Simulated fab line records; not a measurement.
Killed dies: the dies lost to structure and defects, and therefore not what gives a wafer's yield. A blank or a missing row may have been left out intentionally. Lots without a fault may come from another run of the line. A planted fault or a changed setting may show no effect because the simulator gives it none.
Chamber matching | flow n5 finfet | N5_BEOL_M0_CUTY_DESCUM_61 on rie diel-04: 4 sister chambers
The step chemistry O2, time 7.9 s. 20 wafers are shown with their chamber, then 10 later ones without.

== WAFERS WITH THEIR CHAMBER ==
wafer  | chamber | showerhead plenum p Torr (Torr) | throttle valve pct (%) | drypump motor current A (A)
L079.1 | 0       | 2.23                            | 20.10                  | 5.5
L079.3 | 1       | 2.19                            | 20.34                  | 5.7
L079.4 | 3       | 2.02                            | 20.09                  | 5.6
L080.2 | 3       | 2.02                            | 20.09                  | 5.5
L080.4 | 1       | 2.19                            | 20.34                  | 5.7
L080.6 | 3       | 2.02                            | 20.11                  | 5.5
L082.1 | 1       | 2.19                            | 20.35                  | 5.7
L082.4 | 2       | 2.08                            | 20.65                  | 6.2
L082.5 | 1       | 2.19                            | 20.35                  | 5.7
L083.1 | 2       | 2.08                            | 20.67                  | 6.3
L083.4 | 1       | 2.19                            | 20.37                  | 5.7
L083.6 | 1       | 2.19                            | 20.36                  | 5.7
L087.1 | 2       | 2.07                            | 20.69                  | 6.3
L087.3 | 3       | 2.02                            | 20.11                  | 5.5
L087.6 | 3       | 2.02                            | 20.12                  | 5.5
L088.1 | 2       | 2.07                            | 20.68                  | 6.3
L088.2 | 0       | 2.22                            | 20.12                  | 5.5
L088.4 | 2       | 2.07                            | 20.67                  | 6.3
L090.3 | 3       | 2.02                            | 20.12                  | 5.5
L090.4 | 3       | 2.02                            | 20.13                  | 5.5

SIGNATURES (averages over the wafers above)
reading                  | chamber 0 | chamber 1 | chamber 2 | chamber 3 | scatter within a chamber
showerhead plenum p Torr | 2.2250    | 2.1900    | 2.0740    | 2.0200    | 0.00326
throttle valve pct       | 20.1100   | 20.3517   | 20.6720   | 20.1100   | 0.0141
drypump motor current A  | 5.500     | 5.700     | 6.280     | 5.514     | 0.0322
Rule: distance of a wafer from a chamber = root of the sum over the readings of ((wafer's reading minus chamber's mean) / reading's scatter) squared. If the next closest chamber is less than 2 further off than the closest, the wafer can't be placed; otherwise it belongs to the closest. The scatter: the root of (the sum of the squares of (reading less its chamber's mean) over the shown wafers, divided by (wafers less chambers)).

== WAFERS WHOSE CHAMBER IS MISSING ==
wafer  | showerhead plenum p Torr (Torr) | throttle valve pct (%) | drypump motor current A (A)
L090.6 | 2.22                            | 20.12                  | 5.5
L091.1 | 2.22                            | 20.13                  | 5.5
L091.2 | 2.02                            | 20.13                  | 5.5
L091.3 | 2.18                            | 20.38                  | 5.7
L091.4 | 2.18                            | 20.38                  | 5.7
L091.5 | 2.02                            | 20.13                  | 5.5
L091.6 | 2.22                            | 20.12                  | 5.5
L092.2 | 2.01                            | 20.14                  | 5.5
L092.3 | 2.18                            | 20.38                  | 5.7
L092.4 | 2.18                            | 20.39                  | 5.7

== CHAMBER TAKEN BY EACH ==
wafer  | from the rows above | in truth
L090.6 | 0                   | 0
L091.1 | 0                   | 0
L091.2 | 3                   | 3
L091.3 | 1                   | 1
L091.4 | 1                   | 1
L091.5 | 3                   | 3
L091.6 | 0                   | 0
L092.2 | 3                   | 3
L092.3 | 1                   | 1
L092.4 | 1                   | 1
Correctly placed: 10 of 10. Not placeable from these rows: 0. Wrongly placed: 0.
